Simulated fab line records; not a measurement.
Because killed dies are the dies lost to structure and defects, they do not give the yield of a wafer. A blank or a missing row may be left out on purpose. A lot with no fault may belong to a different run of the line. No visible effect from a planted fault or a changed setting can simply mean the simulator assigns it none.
fab line records ; flow n5Finfet
record: lots: 11; wafers: 29; lastDay: 20
route steps=1938 shown BEOL_M0_SAQP@695 BEOL_M0_CUTY@710 BEOL_M0@721
lots that met no fault: taken from a fault-free run of the same line
startH: hours from the record's first day to the start of the lot's first wafer shown ; waitH: hours from the lot's prior step to this one ; " identical to the entry in the row above ; L1.1+2: one row covering several wafers at once ; - either no value or no given start ; * or withheld: withheld ; < > ~ a bound
route shown NAME@n: NAME is a module with steps in the file, n the number in the route of the first one ; usual: mean/standard deviation taken from wafers without a fault ; same: alike in all rows ; chamber/n: place in a boat ; sites: per-site readings ; _std_site: the values' standard deviation ; _edge_site: inner sites' mean taken away from outer sites' mean ; radiusMm: for every site, how far away it sits from the centre of the wafer ; mask NAME#n: copy n ; behind: the last tool/chamber to shape the wafer ; hold: what put the lot on hold/how long, in hours/how the hold closed ; device: transistor that didn't switch, given as n, p or np ; end of line: tests run on the same wafers once the route is complete ; step lacking rows: just its recipe ; killed: dies that structure and defects cost at the first sort, which is not the same as the wafer's yield ; map: dies across one wafer; x = killed, . = not, _ = none there
set.NAME: the setting that was run; set.NAME@STEP: the one run at that earlier step ; model.NAME: the simulator's own value behind a step, which no gauge read
steps of the route over a sample of lots; a table a step, a row a wafer
services: from which hour (startH, from the record's first day; less than 0 if before it) a tool's chamber was out of use, for how many hours, and why
== steps ==
step: N5_BEOL_M0_SAQP_CUT_ETCH_46
recipe: chemistry: N2/H2; target: SOC; targetDepthA: 1350; overetchA: 270; tempC: 40; timeS: 202.5; ionEnergyEv: 200; maskMaterial: SiARC; pressureMtorr: 30; sourceW: 840; biasW: 150; n2FlowSccm: 200; h2FlowSccm: 200
usual: drypumpMotorCurrentA: 5.6/0.47; h2FlowSccm: 200.0/0.66; rfVppV: 524.4/2.6; showerheadPlenumPTorr: 2.56/0.095; throttleValvePct: 17.65/0.15
lot.wafer;tool;chamber;startH;waitH;drypumpMotorCurrentA;h2FlowSccm;rfHoursCounterH;rfVppV;showerheadPlenumPTorr;throttleValvePct
L759.2;rieDiel-02;3;115.15;0.0;6.0;200.7;167;521.2;2.41;17.58
L759.4;rieDiel-02;2;115.15;0.0;5.6;198.8;163;527.1;2.64;17.68
L759.6;rieDiel-02;3;115.15;0.0;6.0;201.5;-;522.5;2.41;17.59
L760.2;rieDiel-02;3;121.12;0.0;6.0;199.7;169;522.0;2.41;17.61
L760.4;rieDiel-02;1;121.12;0.0;6.4;198.5;110;521.9;2.44;17.77
L760.5;rieDiel-02;0;121.12;0.0;5.0;200.2;-;525.6;2.62;17.60
L761.5;rieDiel-02;0;126.37;0.1;5.0;199.7;-;526.4;2.62;17.58
L765.2;rieDiel-02;0;148.35;0.0;5.0;200.8;224;524.9;2.62;17.62
L770.3;rieDiel-03;0;184.24;0.0;5.1;199.1;202;525.8;2.61;17.69
L770.4;rieDiel-03;0;184.24;0.0;5.1;199.3;-;526.6;2.61;17.72
L770.6;rieDiel-03;2;184.24;0.0;5.7;200.6;-;525.5;2.61;17.80
L774.2;rieDiel-05;2;207.70;0.0;5.6;199.4;255;519.2;2.38;17.83
L774.3;rieDiel-05;3;207.70;0.0;5.0;200.0;228;524.8;2.59;17.64
L774.5;rieDiel-05;3;207.70;0.0;5.0;198.6;-;526.0;2.59;17.62
L777.3;rieDiel-03;1;220.41;0.0;6.4;199.2;8;523.3;2.48;17.23
L777.4;rieDiel-03;0;220.41;0.0;5.1;199.3;211;526.9;2.61;17.72
L777.5;rieDiel-03;3;220.41;0.0;5.2;199.4;-;525.7;2.58;17.69
L779.1;rieDiel-05;3;231.57;0.0;4.9;199.5;237;526.8;2.58;17.64
L779.2;rieDiel-05;0;231.57;0.0;5.6;198.3;9;522.9;2.50;17.61
L779.6;rieDiel-05;1;231.57;0.0;5.4;198.9;-;527.4;2.68;17.43
L780.2;rieDiel-03;0;235.92;0.0;5.1;200.2;216;525.3;2.61;17.72
L780.3;rieDiel-03;1;235.92;0.0;6.3;199.7;13;522.6;2.48;17.26
L780.6;rieDiel-03;1;235.92;0.0;6.3;199.4;-;521.5;2.48;17.25
L781.1;rieDiel-05;1;241.59;0.0;5.4;200.7;73;527.7;2.68;17.45
L781.2;rieDiel-05;2;241.59;0.0;5.6;200.6;0;528.7;2.70;17.44
L781.4;rieDiel-05;0;241.59;0.0;5.6;200.7;13;521.7;2.50;17.64
L782.1;rieDiel-03;2;255.78;0.0;5.7;200.7;0;526.0;2.61;17.44
L782.2;rieDiel-03;1;255.78;0.0;6.4;201.3;15;521.4;2.48;17.25
L782.4;rieDiel-03;3;255.78;0.0;5.2;200.5;76;524.8;2.58;17.71
step: N5_BEOL_M0_SAQP_ETCH_49
recipe: chemistry: CF4/O2; targetDepthA: 370; target: SiO2; pressureMtorr: 40; sourceW: 535; biasW: 49; Ar_flow_sccm: 100; cf4FlowSccm: 100; O2_flow_sccm: 10; ionEnergyEv: 100
usual: drypumpMotorCurrentA: 5.5/0.48; oesProductAu: 0.76/0.091; rfVppV: 244/3.3; showerheadPlenumPTorr: 2.22/0.066; throttleValvePct: 15.78/0.17
lot.wafer;tool;chamber;startH;waitH;drypumpMotorCurrentA;oesProductAu;rfHoursCounterH;rfVppV;showerheadPlenumPTorr;throttleValvePct
L759.2;rieDiel-03;0;115.87;0.3;5.1;0.73;179;247;2.28;15.86
L759.4;rieDiel-03;2;115.87;0.3;5.6;0.69;215;245;2.25;15.73
L759.6;rieDiel-03;1;115.87;0.3;6.4;0.69;-;241;2.17;15.78
L760.2;rieDiel-05;2;121.85;0.3;5.6;0.67;227;245;2.10;15.96
L760.4;rieDiel-05;0;121.85;0.3;5.6;0.72;233;239;2.17;16.09
L760.5;rieDiel-05;0;121.85;0.3;5.6;0.72;-;238;2.17;16.12
L761.5;rieDiel-02;0;127.07;0.1;5.0;0.70;-;244;2.27;15.68
L765.2;rieDiel-03;0;149.08;0.3;5.1;0.73;188;246;2.27;15.86
L770.3;rieDiel-05;2;185.00;0.3;5.5;0.66;246;246;2.09;16.00
L770.4;rieDiel-05;1;185.00;0.3;5.4;0.88;-;247;2.33;15.57
L770.6;rieDiel-05;3;185.00;0.3;4.9;0.70;-;248;2.26;15.87
L774.2;rieDiel-02;3;208.43;0.3;6.0;0.72;196;241;2.12;16.00
L774.3;rieDiel-02;1;208.43;0.3;6.5;0.76;133;243;2.14;16.03
L774.5;rieDiel-02;0;208.43;0.3;5.0;0.68;-;245;2.26;15.70
L777.3;rieDiel-02;1;221.14;0.3;6.4;0.76;137;243;2.14;16.04
L777.4;rieDiel-02;0;221.14;0.3;5.0;0.67;246;244;2.26;15.73
L777.5;rieDiel-02;3;221.14;0.3;6.0;0.71;-;239;2.12;16.01
L779.1;rieDiel-05;0;232.83;0.3;5.6;0.97;9;238;2.16;15.66
L779.2;rieDiel-05;3;232.83;0.3;4.9;0.69;238;249;2.26;15.92
L779.6;rieDiel-05;3;232.83;0.3;4.9;0.69;-;247;2.26;15.90
L780.2;rieDiel-03;3;236.69;0.3;5.2;0.82;74;249;2.24;15.67
L780.3;rieDiel-03;0;236.69;0.3;5.1;0.71;216;248;2.26;15.91
L780.6;rieDiel-03;3;236.69;0.3;5.2;0.82;-;249;2.24;15.66
L781.1;rieDiel-02;2;242.44;0.4;5.6;0.72;207;243;2.26;15.72
L781.2;rieDiel-02;3;242.44;0.4;6.0;0.71;209;242;2.12;16.03
L781.4;rieDiel-02;2;242.44;0.4;5.6;0.72;-;244;2.26;15.71
L782.1;rieDiel-03;1;256.51;0.3;6.3;0.92;16;241;2.16;15.34
L782.2;rieDiel-03;0;256.51;0.3;5.1;0.70;219;248;2.26;15.92
L782.4;rieDiel-03;2;256.51;0.3;5.6;1.00;0;243;2.24;15.31
step: N5_BEOL_M0_CUTY_INSPECT_59
recipe: mode: adi; inspectInstrument: macro
usual: rawDefectCount: 2.0/1.3
lot.wafer;tool;chamber;startH;waitH;rawDefectCount
L759.2;defectInspect-01;-;116.30;0.0;1
L759.4;defectInspect-01;-;116.30;0.0;5
L759.6;defectInspect-01;-;116.30;0.0;5
L760.2;defectInspect-02;-;122.40;0.0;3
L760.4;defectInspect-02;-;122.40;0.0;3
L760.5;defectInspect-02;-;122.40;0.0;4
L761.5;defectInspect-02;-;127.57;0.0;19
L765.2;defectInspect-01;-;149.62;0.0;16
L770.3;defectInspect-02;-;185.55;0.0;1
L770.4;defectInspect-02;-;185.55;0.0;2
L770.6;defectInspect-02;-;185.55;0.0;3
L774.2;defectInspect-02;-;208.98;0.0;2
L774.3;defectInspect-02;-;208.98;0.0;4
L774.5;defectInspect-02;-;208.98;0.0;2
L777.3;defectInspect-02;-;221.69;0.0;2
L777.4;defectInspect-02;-;221.69;0.0;2
L777.5;defectInspect-02;-;221.69;0.0;1
L779.1;defectInspect-01;-;233.38;0.0;2
L779.2;defectInspect-01;-;233.38;0.0;3
L779.6;defectInspect-01;-;233.38;0.0;3
L780.2;defectInspect-01;-;237.24;0.0;3
L780.3;defectInspect-01;-;237.24;0.0;1
L780.6;defectInspect-01;-;237.24;0.0;1
L781.1;defectInspect-02;-;242.99;0.0;2
L781.2;defectInspect-02;-;242.99;0.0;1
L781.4;defectInspect-02;-;242.99;0.0;3
L782.1;defectInspect-02;-;257.06;0.0;0
L782.2;defectInspect-02;-;257.06;0.0;0
L782.4;defectInspect-02;-;257.06;0.0;4
step: N5_BEOL_M0_TRENCH_ETCH_107
recipe: chemistry: C4F6/O2; targetDepthA: 328; target: SiOC; timeS: 16.4; ionEnergyEv: 250; pressureMtorr: 30; sourceW: 355; biasW: 185; Ar_flow_sccm: 300; C4F6_flow_sccm: 10; O2_flow_sccm: 10
usual: drypumpMotorCurrentA: 5.6/0.38; oesProductAu: 0.82/0.098; rfVppV: 666/17; showerheadPlenumPTorr: 2.89/0.077; throttleValvePct: 20.7/0.34
lot.wafer;tool;chamber;startH;waitH;drypumpMotorCurrentA;oesProductAu;rfHoursCounterH;rfVppV;showerheadPlenumPTorr;throttleValvePct
L759.2;rieDiel-01;2;118.17;0.0;5.9;0.84;40;653;2.98;20.4
L759.4;rieDiel-01;2;118.17;0.0;5.9;0.84;-;654;2.98;20.4
L759.6;rieDiel-01;3;118.17;0.0;5.2;0.90;-;644;2.91;20.6
L760.2;rieDiel-01;3;124.55;0.0;5.3;0.89;28;645;2.91;20.6
L760.4;rieDiel-01;1;124.55;0.0;5.3;0.74;-;666;2.95;21.0
L760.5;rieDiel-01;2;124.55;0.0;5.9;0.84;-;655;2.98;20.4
L761.5;rieDiel-06;3;129.78;0.0;4.9;0.72;-;663;2.73;20.8
L765.2;rieDiel-01;3;152.34;0.0;5.2;0.89;36;644;2.91;20.6
L770.3;rieDiel-06;2;188.98;0.0;5.6;0.67;253;639;2.92;20.7
L770.4;rieDiel-06;1;188.98;0.0;5.6;0.81;-;673;2.87;21.0
L770.6;rieDiel-06;0;188.98;0.0;5.2;0.97;-;683;2.88;20.1
L774.2;rieDiel-01;3;214.92;0.0;5.2;0.88;42;644;2.91;20.6
L774.3;rieDiel-01;0;214.92;0.0;5.9;0.87;34;665;3.04;20.5
L774.5;rieDiel-01;3;214.92;0.0;5.2;0.88;-;646;2.91;20.6
L777.3;rieDiel-04;1;222.96;0.0;6.3;0.73;213;664;2.96;21.4
L777.4;rieDiel-04;2;222.96;0.0;5.9;0.72;215;671;2.82;21.0
L777.5;rieDiel-04;2;222.96;0.0;5.9;0.71;-;671;2.82;21.0
L779.1;rieDiel-01;1;234.82;0.0;5.3;0.71;227;667;2.93;21.0
L779.2;rieDiel-01;2;234.82;0.0;5.9;0.79;84;655;2.96;20.5
L779.6;rieDiel-01;2;234.82;0.0;5.9;0.79;-;654;2.96;20.5
L780.2;rieDiel-06;0;238.56;0.0;5.2;0.90;25;683;2.88;20.1
L780.3;rieDiel-06;1;238.56;0.0;5.5;0.79;102;673;2.86;21.0
L780.6;rieDiel-06;0;238.56;0.0;5.2;0.91;-;682;2.88;20.1
L781.1;rieDiel-06;1;246.08;0.0;5.6;0.79;104;672;2.86;21.0
L781.2;rieDiel-06;0;246.08;0.0;5.2;0.90;27;684;2.88;20.1
L781.4;rieDiel-06;2;246.08;0.0;5.6;0.91;14;639;2.91;20.4
L782.1;rieDiel-06;2;262.40;0.0;5.6;0.91;19;640;2.90;20.4
L782.2;rieDiel-06;3;262.40;0.0;4.9;0.67;235;662;2.70;20.9
L782.4;rieDiel-06;1;262.40;0.0;5.5;0.78;109;673;2.86;21.0
step: N5_BEOL_M0_OCD_MEAS_108
usual: trenchDepthNm: 32.7/0.57
lot.wafer;tool;chamber;startH;waitH;trenchDepthNm
L759.2;ocd-01;-;118.31;0.1;31.6
L759.4;ocd-01;-;118.31;0.1;32.6
L759.6;ocd-01;-;118.31;0.1;32.9
L760.2;ocd-01;-;124.65;0.1;33.2
L760.4;ocd-01;-;124.65;0.1;32.6
L760.5;ocd-01;-;124.65;0.1;32.2
L761.5;ocd-02;-;129.88;0.0;32.5
L765.2;ocd-01;-;152.45;0.1;33.4
L770.3;ocd-01;-;189.10;0.1;32.1
L770.4;ocd-01;-;189.10;0.1;32.8
L770.6;ocd-01;-;189.10;0.1;32.6
L774.2;ocd-02;-;215.03;0.1;33.5
L774.3;ocd-02;-;215.03;0.1;32.3
L774.5;ocd-02;-;215.03;0.1;34.0
L777.3;ocd-02;-;223.07;0.1;33.2
L777.4;ocd-02;-;223.07;0.1;32.4
L777.5;ocd-02;-;223.07;0.1;31.9
L779.1;ocd-01;-;234.92;0.1;32.2
L779.2;ocd-01;-;234.92;0.1;32.3
L779.6;ocd-01;-;234.92;0.1;32.6
L780.2;ocd-01;-;238.66;0.1;32.9
L780.3;ocd-01;-;238.66;0.1;32.9
L780.6;ocd-01;-;238.66;0.1;33.1
L781.1;ocd-01;-;246.18;0.1;32.6
L781.2;ocd-01;-;246.18;0.1;32.7
L781.4;ocd-01;-;246.18;0.1;32.5
L782.1;ocd-02;-;262.50;0.1;32.6
L782.2;ocd-02;-;262.50;0.1;32.1
L782.4;ocd-02;-;262.50;0.1;32.1
== services ==
tool;chamber;startH;hours;kind
rieDiel-03;-;107.77;2.8;pm
rieDiel-01;1;111.49;9.7;repair
rieDiel-02;1;125.47;2.9;repair
rieDiel-06;0;130.10;4.0;repair
rieDiel-05;-;154.02;2.8;pm
rieDiel-02;1;154.53;9.8;repair
rieDiel-03;1;154.81;-;clean
rieDiel-03;1;154.81;-;consumableReplace:focusRing
rieDiel-03;1;154.81;34.2;scheduledDown
rieDiel-03;1;154.81;34.2;ventCycle
rieDiel-01;3;156.77;43.4;repair
rieDiel-04;1;171.89;1.4;repair
rieDiel-05;3;171.94;12.6;repair
rieDiel-06;3;181.80;17.0;repair
rieDiel-05;0;184.97;-;clean
rieDiel-03;0;202.03;2.2;repair
rieDiel-01;-;202.64;0.5;repair
rieDiel-03;2;225.93;-;clean
rieDiel-03;2;225.93;-;consumableReplace:focusRing
rieDiel-03;2;225.93;25.0;scheduledDown
rieDiel-03;2;225.93;25.0;ventCycle
rieDiel-02;1;229.90;7.5;repair
rieDiel-03;-;240.30;14.6;pm
rieDiel-01;-;252.18;2.8;pm
== key ==
firstSign: step: N5_BEOL_M0_CUTY_INSPECT_59; reading: rawDefectCount; direction: up; sigmas: 11; usual: 2.0; struck: 17.5
effect none on later readings
metAt N5_BEOL_M0_SAQP_CUT_ETCH_46
struckLots L761,L765
struckWafers L761.5,L765.2
rowsEnd L761.5,L765.2
notActingAt N5_BEOL_M0_SAQP_ETCH_49,N5_BEOL_M0_TRENCH_ETCH_107,N5_BEOL_M0_OCD_MEAS_108
onsetBetween 121.12 126.37
fault: kind: chamberParticleSource; tool: rieDiel-02; chamber: 0; onsetH: 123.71; steps: N5_BEOL_M0_SAQP_CUT_ETCH_46; ratePerVisitCm2: 0.017131; untilTheNextWetClean: True
rowsEnd: these wafers met a further fault down the route, and their rows from its step on are left out
